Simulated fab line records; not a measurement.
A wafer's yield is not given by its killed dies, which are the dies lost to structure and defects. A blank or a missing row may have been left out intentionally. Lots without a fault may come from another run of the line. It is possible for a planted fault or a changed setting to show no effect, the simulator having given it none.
Matching of chambers    flow n5-finfet    N5_SD_EPI_P_DESCUM_14 on rie-diel-05: 4 sister chambers
The step chemistry O2, time 7.9 s. 8 wafers are shown with their chamber, then 12 later ones without.

WAFERS PAIRED WITH THEIR CHAMBERS
wafer   chamber  showerhead-plenum-p-Torr (Torr)  drypump-motor-current-A (A)
L084.5  3        2.03                             6.4
L085.1  0        2.16                             5.4
L086.2  0        2.16                             5.4
L087.3  3        2.03                             6.3
L087.6  1        2.03                             5.6
L088.2  2        2.07                             6.5
L088.3  1        2.02                             5.6
L088.5  2        2.07                             6.4

WAFERS WITH NO CHAMBER GIVEN
wafer   showerhead-plenum-p-Torr (Torr)  drypump-motor-current-A (A)
L089.1  2.06                             6.5
L089.2  2.03                             6.3
L089.4  2.02                             6.3
L091.1  2.02                             5.6
L091.3  2.06                             6.4
L091.4  2.02                             5.6
L093.2  2.15                             5.4
L093.5  2.15                             5.4
L093.6  2.02                             6.3
L095.1  2.15                             5.4
L095.3  2.02                             5.6
L095.4  2.06                             6.4

WHICH CHAMBER EACH ONE RAN IN
wafer   from the rows above  in truth
L089.1  2                    2
L089.2  3                    3
L089.4  3                    3
L091.1  1                    1
L091.3  2                    2
L091.4  1                    1
L093.2  0                    0
L093.5  0                    0
L093.6  3                    3
L095.1  0                    0
L095.3  1                    1
L095.4  2                    2
12 of 12 placed correctly. Can't be placed from these rows: 0. Wrongly placed: 0.
How it was worked out, from the rows above alone: a wafer's distance from a chamber is the root of the sum, over the readings, of the square of ((its reading less the chamber's mean) divided by the reading's scatter). The wafer belongs to the nearest chamber; if the next one is less than 2 further off, it can't be placed. Each chamber's mean is taken over the wafers shown for it. The scatter: take each reading less its chamber's mean, square it, sum over the shown wafers, divide by the number of wafers less the number of chambers, and take the root.
